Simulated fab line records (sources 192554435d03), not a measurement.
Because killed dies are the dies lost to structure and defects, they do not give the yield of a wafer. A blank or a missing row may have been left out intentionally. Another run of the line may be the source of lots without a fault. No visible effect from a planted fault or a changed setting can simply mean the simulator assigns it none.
Code-filled problem report in 8D (eight disciplines) form	flow n5_finfet	the parts of the form that need people (team, actions taken, sign-off) are left out

## 1. PROBLEM STATEMENT
Mean of etch_rf_on_time_s at N5_SDB_ETCH_17: 44.9 s across 2 wafers in 2 lots; on wafers with no fault it is 38.8 s (standard deviation 0.52). Relative to the usual mean, that is a shift of +12 standard deviations.
The step: etches SiARC in CF4, target depth 23.4 nm, time 39 s.
First observed at day 5 16:34: wafer L102.4, on rie_diel-02. Wafers with a number at this step in the record: 25, from 9 lots. By rule, "out" or "out of limits" means more than 4 standard deviations away from the usual mean. The rest of the wafers with a number are treated as sound.

## 2. WHAT IT IS AND WHAT IT IS NOT
question	is	is not
which readings at this step	etch_rf_on_time_s	cf4_flow_sccm, drypump_motor_current_A, rf_vpp_V, showerhead_plenum_p_Torr, throttle_valve_pct
which lots	L102, L105	L106, L110, L115, L116, L118, L995, L996
which wafers of those lots	L102.4, L105.2	L102.1, L105.1
read on which tools	rie_diel-02	rie_diel-04, rie_diel-05
when	from day 5 16:34	up to then (7 sound wafers); but 16 sound wafers of L105, L106, L110, L115, L116, L118 came after

## 3. WHAT RULES OUT EACH SUSPECT
Counting: if a tool at a process step up to the reading ran every lot that is out, it stays a suspect. Sound lots after the first of them don't rule it out here, since some wafers of a struck lot are sound.
- rie_diel-02 at N5_SDB_ETCH_17 (etches SiARC in CF4, target depth 23.4 nm, time 39 s): kept. Ran every lot that is out, first one L102 (day 5 16:34); last sound lot up to then L996 (day 4 01:16). On those wafers its own readings are out: etch_rf_on_time_s.
- Within rie_diel-02 at N5_SDB_ETCH_17: the wafers that are out ran in chamber 2; their sound lot-mates ran in chamber 3.
After counting, what remains is rie_diel-02 at N5_SDB_ETCH_17.

## 4. THE CAUSE (what the simulator had put in)
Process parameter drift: rie_diel-02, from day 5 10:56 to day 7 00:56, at N5_SDB_ETCH_17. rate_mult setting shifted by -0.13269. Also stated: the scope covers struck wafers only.
Counting left only this tool.

## 5. THE CHAIN OF EFFECTS, in route order
Rows list readings where the struck wafers' mean (over those with a number) sits beyond 3 standard deviations from the usual. Only readings for which the record gives a usual standard deviation are gone through. hours: the time from each lot's start at the first step in this table that gives one to its start at this step, as a median over the lots. sigmas: the change in usual standard deviations.
hours	step	reading	usual	on struck wafers	change	sigmas
0	N5_SDB_ETCH_17	etch_rf_on_time_s	38.8 s	44.9	+6.1	+12
Process steps it contains:
- N5_SDB_ETCH_17: etches SiARC in CF4, target depth 23.4 nm, time 39 s.
Later steps that measure or inspect, where all struck wafers having a row at the step show a number for every such reading and not one has moved that far: N5_BEOL_M4_RC_MEAS_101.

## 6. WHAT WOULD HAVE CAUGHT IT SOONER
The fault began at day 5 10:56; the first out-of-limits reading in this record came at day 5 16:34, 6 hours later.
